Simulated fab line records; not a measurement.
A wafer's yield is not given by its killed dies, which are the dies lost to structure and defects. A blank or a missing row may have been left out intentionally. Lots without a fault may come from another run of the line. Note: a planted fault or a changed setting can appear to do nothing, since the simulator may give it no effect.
Matching of chambers / flow nand_harc / NHARC_A_STAIRCASE_DEP_417 on pecvd-04: 3 sister chambers
The step deposits Si3N4, target thk 60 nm. 16 wafers are shown with their chamber, then 8 later ones without.

## WAFERS PAIRED WITH THEIR CHAMBERS
wafer=L688.1; chamber=2; heater_power_w (W)=681
wafer=L688.3; chamber=1; heater_power_w (W)=742
wafer=L688.6; chamber=1; heater_power_w (W)=729
wafer=L690.4; chamber=1; heater_power_w (W)=602
wafer=L690.5; chamber=2; heater_power_w (W)=696
wafer=L690.6; chamber=0; heater_power_w (W)=653
wafer=L689.1; chamber=2; heater_power_w (W)=597
wafer=L689.4; chamber=2; heater_power_w (W)=590
wafer=L689.5; chamber=1; heater_power_w (W)=706
wafer=L698.1; chamber=2; heater_power_w (W)=635
wafer=L698.3; chamber=0; heater_power_w (W)=700
wafer=L698.4; chamber=1; heater_power_w (W)=711
wafer=L700.1; chamber=1; heater_power_w (W)=704
wafer=L700.2; chamber=2; heater_power_w (W)=648
wafer=L700.6; chamber=2; heater_power_w (W)=647
wafer=L702.1; chamber=2; heater_power_w (W)=539

SIGNATURES (means of the wafers above)
reading=heater_power_w; chamber 0=676.50; chamber 1=699.00; chamber 2=629.12; scatter within a chamber=49.6
Rule: for a wafer and a chamber, the distance is found by dividing, reading by reading, the gap between the wafer's reading and the chamber's mean by the reading's scatter, squaring, summing and taking the root. If the next closest chamber is less than 2 further off than the closest, the wafer can't be placed; otherwise it belongs to the closest. The scatter is the square root of a quotient: the sum, over the shown wafers, of each reading's squared deviation from its chamber's mean, divided by wafers minus chambers.

## WAFERS WHOSE CHAMBER IS MISSING
wafer=L702.2; heater_power_w (W)=630
wafer=L702.6; heater_power_w (W)=549
wafer=L708.2; heater_power_w (W)=722
wafer=L708.4; heater_power_w (W)=723
wafer=L708.5; heater_power_w (W)=614
wafer=L710.2; heater_power_w (W)=565
wafer=L710.4; heater_power_w (W)=715
wafer=L710.6; heater_power_w (W)=655

## EACH ONE'S CHAMBER
wafer=L702.2; from the rows above=can't be placed: 2 or 0 or 1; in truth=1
wafer=L702.6; from the rows above=can't be placed: 2 or 0 or 1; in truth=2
wafer=L708.2; from the rows above=can't be placed: 1 or 0 or 2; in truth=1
wafer=L708.4; from the rows above=can't be placed: 1 or 0 or 2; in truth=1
wafer=L708.5; from the rows above=can't be placed: 2 or 0 or 1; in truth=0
wafer=L710.2; from the rows above=can't be placed: 2 or 0 or 1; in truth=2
wafer=L710.4; from the rows above=can't be placed: 1 or 0 or 2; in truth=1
wafer=L710.6; from the rows above=can't be placed: 0 or 2 or 1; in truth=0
Placed correctly: 0 of 8. These rows do not allow placing 8 (true chamber among the candidates in 8). Placed wrongly: 0.
